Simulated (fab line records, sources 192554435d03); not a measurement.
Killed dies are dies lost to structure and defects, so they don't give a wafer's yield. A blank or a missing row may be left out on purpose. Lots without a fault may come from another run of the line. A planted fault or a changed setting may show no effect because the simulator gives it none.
fab line records | flow n5_finfet
record lots=7 wafers=21
route steps=1938 shown ZERO_LAYER@6 WELL_APT@40 FIN_SAQP@96
start_h: hours from the record's first day to the start of the lot's first wafer shown | wait_h: hours since the lot's step before | " the same as in the row above | L1.1+2: a row that stands for several wafers | - no value, or no start given | * or withheld: withheld | < > ~ a bound
route shown NAME@n: a module of which the file shows steps, and the number in the route of the first | usual: mean/standard deviation of fault-free wafers | same: alike in all rows | chamber/n: place in a boat | sites: the reading at each site | _std_site: their standard deviation | _edge_site: outer sites' mean less inner sites' | radius_mm: how far each site lies from the wafer's centre | mask NAME#n: copy n | behind: the tool/chamber that last shaped the wafer | hold: why the lot was held/for how many hours/how that ended | device: the transistor (n, p or np) that didn't switch | end of line: the same wafers' tests at the end of the route | a step without rows: its recipe alone | killed: dies lost to structure and defects at the first sort, not the wafer's yield | map: a wafer's dies, x killed, . not, _ none there
set.NAME: the setting as run; set.NAME@STEP: as run at that earlier step | model.NAME: the simulator's own value behind a step, which no gauge read
lots whose settings were changed on purpose; a table a step, a row a wafer
## steps
# step N5_ZERO_LAYER_COAT_05
# recipe spin_rpm=1500 resist_thk_nm=1000
# columns lot.wafer tool chamber start_h wait_h set.spin_rpm model.coat_of_ZERO_LAYER_COAT_05.thk_nm
L081.1 litho_track-03 0 - - 1500 999.9
L081.2 " 0 " " 1574 975
L081.3 " 0 " " 1500 1001
L082.2+6 litho_track-03 0 - - 1500 1004
L082.4 " 0 " " 1500 1001
L084.2 litho_track-02 0 - - 1500 999
L084.3 " 0 " " 1500 999.4
L084.6 " 0 " " 1500 1000
L087.1 litho_track-03 0 - - 1500 1002
L087.2 " 0 " " 1596 970.5
L087.3 " 0 " " 1596 968.9
L090.2 litho_track-02 0 - - 1359 1052
L090.3+5 " 0 " " 1359 1053
L091.2 litho_track-03 0 - - 1355 1056
L091.3 " 0 " " 1355 1057
L091.6 " 0 " " 1500 1004
L092.2 litho_track-04 0 - - 1500 990.1
L092.4 " 0 " " 1382 1034
L092.6 " 0 " " 1382 1036
# step N5_ZERO_LAYER_DEVELOP_10
# recipe develop_time_s=60 rinse_liquid=diw dry=air_spin dev_temp_c=21
# columns lot.wafer tool chamber start_h wait_h set.develop_time_s
L081.1+2 litho_track-02 0 - - 60
L081.3 " 0 " " 50.2
L082.2+4+6 litho_track-04 0 - - 60
L084.2+3+6 litho_track-02 0 - - 60
L087.1+2+3 litho_track-03 0 - - 60
L090.2+5 litho_track-02 0 - - 60
L090.3 " 0 " " 46.58
L091.2 litho_track-02 0 - - 60
L091.3+6 " 0 " " 53.07
L092.2+4+6 litho_track-03 0 - - 60
# step N5_ZERO_LAYER_HARDBAKE_23
# recipe temp_c=130 time_s=120
# step N5_ZERO_LAYER_DESCUM_16
# recipe chemistry=O2 time_s=7.9 source_power_w=50 bias_power_w=20 pressure_mtorr=20 rf_frequency_hz=2.712e+07 temp_c=40 o2_flow_sccm=225
# step N5_ZERO_LAYER_ETCH_17
# recipe chemistry=CF4 target=SiO2 target_depth_a=120 time_s=13.3 ion_energy_ev=350 pressure_mtorr=40 source_w=450 bias_w=215 Ar_flow_sccm=100 cf4_flow_sccm=100
# step N5_ZERO_LAYER_ETCH_18
# recipe chemistry=HBr/Cl2 target=Si target_depth_a=1200 time_s=40 pressure_mtorr=10 icp_w=800 bias_w=75 HBr_flow_sccm=150 Cl2_flow_sccm=80
# columns lot.wafer tool chamber start_h wait_h set.spin_rpm@ZERO_LAYER_COAT_05 model.coat_of_ZERO_LAYER_COAT_05.thk_nm
L081.1 rie_si-05 1 55.34 0.0 1500 931.1
L081.2 " 3 " " 1574 905.1
L081.3 " 2 " " 1500 931.2
L082.2 rie_si-01 0 60.83 0.0 1500 934
L082.4 " 1 " " 1500 930.4
L082.6 " 3 " " 1500 934.8
L084.2 rie_si-06 0 72.80 0.1 1500 929.4
L084.3 " 2 " " 1500 928.9
L084.6 " 1 " " 1500 930.3
L087.1 rie_si-06 3 90.95 0.0 1500 932
L087.2 " 0 " " 1596 901.9
L087.3 " 1 " " 1596 899.4
L090.2 rie_si-01 3 108.79 0.0 1359 982.7
L090.3 " 2 " " 1359 983.8
L090.5 " 3 " " 1359 983.4
L091.2 rie_si-06 1 114.91 0.0 1355 986.2
L091.3 " 0 " " 1355 988.4
L091.6 " 2 " " 1500 933.7
L092.2 rie_si-06 1 120.80 0.0 1500 920.2
L092.4 " 2 " " 1382 963.4
L092.6 " 0 " " 1382 967.3
# step N5_ZERO_LAYER_STRIP_24
# recipe chemistry=O2 power_w=1000 temp_c=250 overash_fraction=0.3 pressure_mtorr=1000 o2_flow_sccm=6750
# usual strip_time_to_endpoint_s=43.84/0.095
# columns lot.wafer tool chamber start_h wait_h set.spin_rpm@ZERO_LAYER_COAT_05 strip_time_to_endpoint_s
L081.1 plasma_asher-02 0 55.44 0.1 1500 43.88
L081.2 " 1 " " 1574 43.07
L081.3 " 0 " " 1500 43.88
L082.2 plasma_asher-02 0 60.94 0.1 1500 43.94
L082.4 " 0 " " 1500 43.84
L082.6 " 1 " " 1500 43.98
L084.2 plasma_asher-02 1 72.90 0.1 1500 43.81
L084.3 " 1 " " 1500 43.80
L084.6 " 0 " " 1500 43.85
L087.1 plasma_asher-02 1 91.05 0.1 1500 43.90
L087.2 " 0 " " 1596 43.00
L087.3 " 1 " " 1596 42.92
L090.2 plasma_asher-01 0 108.89 0.1 1359 45.41
L090.3 " 1 " " 1359 45.45
L090.5 " 1 " " 1359 45.44
L091.2 plasma_asher-02 1 115.02 0.1 1355 45.51
L091.3 " 0 " " 1355 45.57
L091.6 " 1 " " 1500 43.96
L092.2 plasma_asher-02 0 120.91 0.1 1500 43.55
L092.4 " 0 " " 1382 44.85
L092.6 " 0 " " 1382 44.96
# step N5_WELL_APT_PEB_23
# recipe peb_temp_c=130 peb_time_s=90
# columns lot.wafer tool chamber start_h wait_h set.peb_temp_c
L081.1+2+3 litho_track-05 0 57.24 0.1 130
L082.2+4+6 litho_track-05 0 64.17 0.0 130
L084.2+6 litho_track-02 0 74.57 0.0 126.8
L084.3 " 0 " " 130
L087.1+2 litho_track-05 0 92.95 0.1 131.8
L087.3 " 0 " " 130
L090.2 litho_track-05 0 110.71 0.0 131.1
L090.3+5 " 0 " " 130
L091.2+6 litho_track-02 0 116.71 0.0 131.4
L091.3 " 0 " " 130
L092.2+6 litho_track-05 0 122.85 0.0 127.4
L092.4 " 0 " " 130
# step N5_WELL_APT_DEVELOP_24
# recipe develop_time_s=45 rinse_liquid=surfactant_rinse dry=air_spin dev_temp_c=21
# step N5_WELL_APT_HARDBAKE_29
# recipe temp_c=130 time_s=120
# step N5_WELL_APT_CD_MEAS_25
# recipe target_cd_nm=200 landing_energy_ev=500 detector=se_inlens
# usual cd_nm=199.6/1.5
# columns lot.wafer tool chamber start_h wait_h set.peb_temp_c@WELL_APT_PEB_23 cd_nm
L081.1 cd_sem-01 0 57.35 - 130 200.3
L081.2 " 0 " " 130 197.4
L081.3 " 0 " " 130 199.3
L082.2 cd_sem-03 0 64.28 - 130 199.6
L082.4 " 0 " " 130 200.1
L082.6 " 0 " " 130 198.7
L084.2 cd_sem-01 0 74.69 - 126.8 178.9
L084.3 " 0 " " 130 200.3
L084.6 " 0 " " 126.8 180.0
L087.1 cd_sem-03 0 93.06 - 131.8 211.4
L087.2 " 0 " " 131.8 208.6
L087.3 " 0 " " 130 202.2
L090.2 cd_sem-02 0 110.83 - 131.1 203.2
L090.3 " 0 " " 130 200.3
L090.5 " 0 " " 130 200.2
L091.2 cd_sem-03 0 116.82 - 131.4 203.9
L091.3 " 0 " " 130 198.2
L091.6 " 0 " " 131.4 206.2
L092.2 cd_sem-01 0 122.97 - 127.4 184.6
L092.4 " 0 " " 130 197.6
L092.6 " 0 " " 127.4 182.8
# step N5_WELL_APT_DESCUM_30
# recipe chemistry=O2 time_s=7.9 source_power_w=50 bias_power_w=20 pressure_mtorr=20 rf_frequency_hz=2.712e+07 temp_c=40 o2_flow_sccm=225
# columns lot.wafer tool chamber start_h wait_h set.peb_temp_c@WELL_APT_PEB_23 model.WELL_APT.cd_nm
L081.1 rie_diel-03 1 57.73 0.3 130 200.5
L081.2 " 2 " " 130 197.6
L081.3 " 0 " " 130 199.1
L082.2 rie_diel-03 3 64.82 0.5 130 199.9
L082.4 " 2 " " 130 200.5
L082.6 " 3 " " 130 198.9
L084.2 rie_diel-05 3 74.77 0.0 126.8 178.8
L084.3 " 2 " " 130 200.4
L084.6 " 1 " " 126.8 179.9
L087.1 rie_diel-04 2 93.17 0.0 131.8 211.3
L087.2 " 1 " " 131.8 208.7
L087.3 " 3 " " 130 202.4
L090.2 rie_diel-05 3 111.49 0.6 131.1 203.8
L090.3 " 2 " " 130 200.5
L090.5 " 1 " " 130 199.9
L091.2 rie_diel-03 0 116.91 0.0 131.4 204.2
L091.3 " 3 " " 130 198.2
L091.6 " 1 " " 131.4 206.2
L092.2 rie_diel-04 0 123.06 0.0 127.4 184.8
L092.4 " 2 " " 130 197.6
L092.6 " 1 " " 127.4 182.9
# step N5_FIN_SAQP_HM_DEP_03
# recipe material=SiNx target_thk_a=380 temp_c=400 precursor=SiH4/NH3/N2 pressure_torr=1.5 rf_w=300 time_s=33.6
# columns lot.wafer tool chamber start_h wait_h set.time_s model.SiNx_of_FIN_SAQP_HM_DEP_03.thk_nm
L081.1 pecvd-03 2 63.28 0.2 30.08 34.2
L081.2 " 1 " " 33.6 37.94
L081.3 " 0 " " 30.08 33.98
L082.2 pecvd-03 0 71.16 0.2 33.6 37.44
L082.4 " 1 " " 33.6 38.54
L082.6 " 2 " " 33.6 37.99
L084.2 pecvd-02 1 81.16 0.2 31.93 35.52
L084.3 " 2 " " 33.6 37.91
L084.6 " 1 " " 33.6 37.75
L087.1 pecvd-02 1 102.28 0.2 33.6 37.01
L087.2 " 0 " " 35.58 39.36
L087.3 " 2 " " 35.58 39.72
L090.2 pecvd-02 1 118.71 0.2 33.6 37.5
L090.3 " 0 " " 32.18 36.11
L090.5 " 2 " " 32.18 36.57
L091.2 pecvd-01 1 122.91 0.2 30.4 34.73
L091.3 " 2 " " 33.6 37.92
L091.6 " 2 " " 33.6 38.51
L092.2 pecvd-01 2 128.71 0.2 31.29 35.56
L092.4 " 2 " " 31.29 35.89
L092.6 " 0 " " 33.6 38.54
# step N5_FIN_SAQP_THK_MEAS_05
# usual thk_nm=38.1/0.43
# columns lot.wafer tool chamber start_h wait_h set.time_s@FIN_SAQP_HM_DEP_03 thk_nm
L081.1 film_metro-01 - 63.37 0.1 30.08 34.2
L081.2 " - " " 33.6 37.9
L081.3 " - " " 30.08 33.9
L082.2 film_metro-01 - 71.25 0.1 33.6 37.5
L082.4 " - " " 33.6 38.6
L082.6 " - " " 33.6 38.0
L084.2 film_metro-01 - 81.25 0.1 31.93 35.5
L084.3 " - " " 33.6 37.9
L084.6 " - " " 33.6 37.7
L087.1 film_metro-02 - 102.36 0.1 33.6 37.0
L087.2 " - " " 35.58 39.4
L087.3 " - " " 35.58 39.7
L090.2 film_metro-01 - 118.80 0.1 33.6 37.5
L090.3 " - " " 32.18 36.1
L090.5 " - " " 32.18 36.6
L091.2 film_metro-01 - 123.00 0.1 30.4 34.8
L091.3 " - " " 33.6 37.9
L091.6 " - " " 33.6 38.5
L092.2 film_metro-01 - 128.80 0.1 31.29 35.5
L092.4 " - " " 31.29 35.9
L092.6 " - " " 33.6 38.6
# step N5_FIN_SAQP_COAT_50
# recipe resist=SiARC temp_c=220 time_s=60 spin_rpm=1500 resist_thk_nm=35
# columns lot.wafer tool chamber start_h wait_h set.spin_rpm model.SiARC_of_FIN_SAQP_COAT_50.thk_nm
L081.1 litho_track-02 0 - - 1500 35.08
L081.2 " 0 " " 1663 33.34
L081.3 " 0 " " 1500 35.21
L082.2 litho_track-04 0 - - 1500 35.2
L082.4+6 " 0 " " 1500 35.11
L084.2 litho_track-04 0 - - 1334 37.23
L084.3 " 0 " " 1500 35.17
L084.6 " 0 " " 1334 37.16
L087.1 litho_track-04 0 - - 1500 34.94
L087.2 " 0 " " 1500 35.06
L087.3 " 0 " " 1500 34.95
L090.2 litho_track-05 0 - - 1341 36.87
L090.3 " 0 " " 1500 34.96
L090.5 " 0 " " 1500 34.75
L091.2 litho_track-05 0 - - 1557 34.31
L091.3 " 0 " " 1500 35.08
L091.6 " 0 " " 1557 34.45
L092.2 litho_track-04 0 - - 1375 36.76
L092.4 " 0 " " 1375 36.7
L092.6 " 0 " " 1375 36.69
# step N5_FIN_SAQP_COAT_10
# recipe resist=CAR-ArF spin_rpm=1500 resist_thk_nm=90
# step N5_FIN_SAQP_EBR_12
# recipe solvent=PGMEA ebr_width_mm=1.5
# step N5_FIN_SAQP_DESCUM_21
# recipe chemistry=O2 time_s=7.9 source_power_w=50 bias_power_w=20 pressure_mtorr=20 rf_frequency_hz=2.712e+07 temp_c=40 resist=CAR-ArF o2_flow_sccm=225
# step N5_FIN_SAQP_ETCH_51
# recipe chemistry=CF4 target=SiARC target_depth_a=455 mask_material=CAR-ArF time_s=75.8 ion_energy_ev=80 pressure_mtorr=40 source_w=545 bias_w=36 Ar_flow_sccm=100 cf4_flow_sccm=100 ends=cleared
# columns lot.wafer tool chamber start_h wait_h set.spin_rpm@FIN_SAQP_COAT_50 model.etch.depth_nm model.CAR-ArF_of_FIN_SAQP_COAT_10.thk_nm
L081.1 rie_diel-05 3 64.07 0.0 1500 35.08 50.83
L081.2 " 0 " " 1663 33.34 52.39
L081.3 " 2 " " 1500 35.21 50.41
L082.2 rie_diel-04 2 72.09 0.0 1500 35.2 50.76
L082.4+6 " 3,0 " " 1500 35.11 50.96
L084.2 rie_diel-04 1 82.05 0.0 1334 37.23 49.02
L084.3 " 3 " " 1500 35.17 50.98
L084.6 " 0 " " 1334 37.16 49.31
L087.1 rie_diel-05 2 103.73 0.0 1500 34.94 51.31
L087.2 " 1 " " 1500 35.06 51.07
L087.3 " 0 " " 1500 34.95 50.98
L090.2 rie_diel-03 0 119.62 0.0 1341 36.87 49.06
L090.3 " 1 " " 1500 34.96 50.75
L090.5 " 1 " " 1500 34.75 51.09
L091.2 rie_diel-04 2 123.83 0.0 1557 34.31 51.5
L091.3 " 1 " " 1500 35.08 50.69
L091.6 " 1 " " 1557 34.45 51.37
L092.2 rie_diel-04 1 129.62 0.0 1375 36.76 48.91
L092.4 " 0 " " 1375 36.7 48.9
L092.6 " 2 " " 1375 36.69 49.22
# step N5_FIN_SAQP_ETCH_52
# recipe chemistry=N2/H2 target=SOC target_depth_a=1000 overetch_a=200 mask_material=SiARC temp_c=40 time_s=150 ion_energy_ev=200 pressure_mtorr=30 source_w=840 bias_w=150 n2_flow_sccm=200 h2_flow_sccm=200 ends=end_point
# columns lot.wafer tool chamber start_h wait_h set.spin_rpm@FIN_SAQP_COAT_50 model.SiARC_of_FIN_SAQP_COAT_50.thk_nm
L081.1 rie_diel-05 3 64.12 0.0 1500 29.55
L081.2 " 0 " " 1663 27.64
L081.3 " 2 " " 1500 29.32
L082.2 rie_diel-04 2 72.15 0.0 1500 29.48
L082.4 " 3 " " 1500 29.09
L082.6 " 0 " " 1500 29.51
L084.2 rie_diel-04 1 82.10 0.0 1334 31.18
L084.3 " 3 " " 1500 29.1
L084.6 " 0 " " 1334 31.51
L087.1 rie_diel-05 2 103.79 0.0 1500 29.07
L087.2 " 1 " " 1500 29.41
L087.3 " 0 " " 1500 29.31
L090.2 rie_diel-03 0 119.68 0.0 1341 31.1
L090.3 " 1 " " 1500 28.84
L090.5 " 1 " " 1500 28.62
L091.2 rie_diel-04 2 123.88 0.0 1557 28.6
L091.3 " 1 " " 1500 29.1
L091.6 " 1 " " 1557 28.43
L092.2 rie_diel-04 1 129.68 0.0 1375 30.8
L092.4 " 0 " " 1375 31.03
L092.6 " 2 " " 1375 30.92
# step N5_FIN_SAQP_STRIP_53
# recipe chemistry=N2/H2 temp_c=40 n2_flow_sccm=200 h2_flow_sccm=200 rf_frequency_hz=6e+07
# step N5_FIN_SAQP_HM_OPEN_73
# recipe chemistry=CHF3/O2 target=SiO2 stop_on=a-Si target_depth_a=120 over_etch_frac=1.8 mask_material=SOC time_s=16.8 pressure_mtorr=30 source_w=650 bias_w=170 Ar_flow_sccm=200 CHF3_flow_sccm=50 O2_flow_sccm=5 ion_energy_ev=200 ends=end_point
# step N5_FIN_SAQP_ETCH_57
# recipe chemistry=CH3F/O2 target=SiNx mask_material=SiO2 target_depth_a=325 time_s=46.4 pressure_mtorr=30 source_w=395 bias_w=73 Ar_flow_sccm=150 CH3F_flow_sccm=30 O2_flow_sccm=20 ion_energy_ev=120 ends=cleared
# step N5_FIN_SAQP_ETCH_65
# recipe chemistry=CF4 target=SiO2 target_depth_a=40 ion_energy_ev=350 time_s=4.4 pressure_mtorr=10 icp_w=800 bias_w=400 cf4_flow_sccm=80
# step N5_FIN_SAQP_MANDREL_ETCH_58
# recipe chemistry=HBr/Cl2 target=a-Si target_depth_a=450 bt_time_s=10 stop_on=SiNx mask_material=SiO2 over_etch_frac=0.8 time_s=27 pressure_mtorr=10 icp_w=800 bias_w=75 HBr_flow_sccm=150 Cl2_flow_sccm=80 ends=end_point
# columns lot.wafer tool chamber start_h wait_h set.time_s@FIN_SAQP_HM_DEP_03 model.SiNx_of_FIN_SAQP_HM_DEP_03.thk_nm
L081.1+3 rie_si-06 1,0 66.47 0.0 30.08 34
L081.2 " 2 " " 33.6 37.6
L082.2 rie_si-05 1 74.43 0.0 33.6 37.44
L082.4 " 2 " " 33.6 38.6
L082.6 " 0 " " 33.6 37.99
L084.2 rie_si-05 0 84.95 0.0 31.93 35.52
L084.3 " 1 " " 33.6 37.91
L084.6 " 0 " " 33.6 37.75
L087.1 rie_si-05 2 106.03 0.0 33.6 37
L087.2 " 0 " " 35.58 39.36
L087.3 " 3 " " 35.58 39.6
L090.2 rie_si-01 2 121.84 0.0 33.6 37.5
L090.3 " 3 " " 32.18 36.11
L090.5 " 0 " " 32.18 36.57
L091.2 rie_si-01 0 126.08 0.0 30.4 34.73
L091.3 " 2 " " 33.6 37.92
L091.6 " 2 " " 33.6 38.51
L092.2 rie_si-01 0 131.94 0.0 31.29 35.56
L092.4 " 3 " " 31.29 35.89
L092.6 " 1 " " 33.6 38.4
# step N5_FIN_SAQP_RECESS_63
# recipe chemistry=HF/NH3 target=SiO2 target_depth_a=180 afs_cycles=3 temp_c=30 sublimation_temp_c=180 sublimation_time_s=60
# step N5_FIN_SAQP_COAT_68
# recipe resist=SOC temp_c=250 time_s=60 spin_rpm=1500 resist_thk_nm=100
# step N5_FIN_SAQP_MANDREL2_REMOVE_60
# recipe chemistry=HBr/Cl2/O2 bt_time_s=10 target=a-Si stop_on=SiNx endpoint=OES-SiCl over_etch_frac=1 icp_w=600 bias_w=22 HBr_flow_sccm=150 Cl2_flow_sccm=80 O2_flow_sccm=5 pressure_mtorr=10
# step N5_FIN_SAQP_HM_OPEN_33
# recipe chemistry=CH3F/O2 target=SiNx mask_material=SiO2 target_depth_a=494 time_s=70.6 pressure_mtorr=30 source_w=395 bias_w=73 Ar_flow_sccm=150 CH3F_flow_sccm=30 O2_flow_sccm=20 ion_energy_ev=120 ends=cleared
# usual etch_rf_on_time_s=69.6/1.5
# columns lot.wafer tool chamber start_h wait_h set.time_s@FIN_SAQP_HM_DEP_03 etch_rf_on_time_s model.etch.depth_nm
L081.1 rie_diel-04 0 68.06 0.2 30.08 64.7 33.46
L081.2 " 1 " " 33.6 68.8 37.07
L081.3 " 3 " " 30.08 61.8 33.28
L082.2 rie_diel-05 0 75.91 0.1 33.6 69.1 36.82
L082.4 " 1 " " 33.6 71.3 37.9
L082.6 " 0 " " 33.6 70.4 37.36
L084.2 rie_diel-04 2 86.36 0.0 31.93 64.9 34.89
L084.3 " 0 " " 33.6 71.0 37.28
L084.6 " 2 " " 33.6 69.4 37.12
L087.1 rie_diel-04 0 107.44 0.0 33.6 69.4 36.37
L087.2 " 3 " " 35.58 71.5 38.74
L087.3 " 2 " " 35.58 73.1 38.98
L090.2 rie_diel-05 1 123.57 0.0 33.6 69.4 36.87
L090.3 " 0 " " 32.18 68.2 35.48
L090.5 " 2 " " 32.18 68.4 35.94
L091.2 rie_diel-04 2 127.50 0.0 30.4 64.7 34.11
L091.3 " 3 " " 33.6 69.7 37.29
L091.6 " 2 " " 33.6 71.8 37.89
L092.2 rie_diel-03 2 133.81 0.2 31.29 65.5 34.93
L092.4 " 1 " " 31.29 62.9 35.26
L092.6 " 1 " " 33.6 67.6 37.81
## key
split step=N5_ZERO_LAYER_COAT_05 setting=spin_rpm stated=1500 by=wafer
response step=N5_ZERO_LAYER_COAT_05 reading=model.coat_of_ZERO_LAYER_COAT_05.thk_nm change=-5.41 per=1% r=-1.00
response step=N5_ZERO_LAYER_ETCH_18 reading=model.coat_of_ZERO_LAYER_COAT_05.thk_nm change=-5.45 per=1% r=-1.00
response step=N5_ZERO_LAYER_STRIP_24 reading=strip_time_to_endpoint_s change=* per=1% r=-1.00
split step=N5_ZERO_LAYER_DEVELOP_10 setting=develop_time_s stated=60 by=wafer
response none clear
split step=N5_WELL_APT_PEB_23 setting=peb_temp_c stated=130 by=wafer
response step=N5_WELL_APT_CD_MEAS_25 reading=cd_nm change=+7.22 per=1% r=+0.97
response step=N5_WELL_APT_DESCUM_30 reading=model.WELL_APT.cd_nm change=+7.25 per=1% r=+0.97
split step=N5_FIN_SAQP_HM_DEP_03 setting=time_s stated=33.6 by=wafer
response step=N5_FIN_SAQP_HM_DEP_03 reading=model.SiNx_of_FIN_SAQP_HM_DEP_03.thk_nm change=+0.382 per=1% r=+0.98
response step=N5_FIN_SAQP_THK_MEAS_05 reading=thk_nm change=* per=1% r=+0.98
response step=N5_FIN_SAQP_MANDREL_ETCH_58 reading=model.SiNx_of_FIN_SAQP_HM_DEP_03.thk_nm change=+0.37 per=1% r=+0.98
response step=N5_FIN_SAQP_HM_OPEN_33 reading=etch_rf_on_time_s change=* per=1% r=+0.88
response step=N5_FIN_SAQP_HM_OPEN_33 reading=model.etch.depth_nm change=+0.374 per=1% r=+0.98
split step=N5_FIN_SAQP_COAT_50 setting=spin_rpm stated=1500 by=wafer
response step=N5_FIN_SAQP_COAT_50 reading=model.SiARC_of_FIN_SAQP_COAT_50.thk_nm change=-0.18 per=1% r=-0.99
response step=N5_FIN_SAQP_ETCH_51 reading=model.etch.depth_nm change=-0.18 per=1% r=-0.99
response step=N5_FIN_SAQP_ETCH_51 reading=model.CAR-ArF_of_FIN_SAQP_COAT_10.thk_nm change=+0.169 per=1% r=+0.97
response step=N5_FIN_SAQP_ETCH_52 reading=model.SiARC_of_FIN_SAQP_COAT_50.thk_nm change=-0.195 per=1% r=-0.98
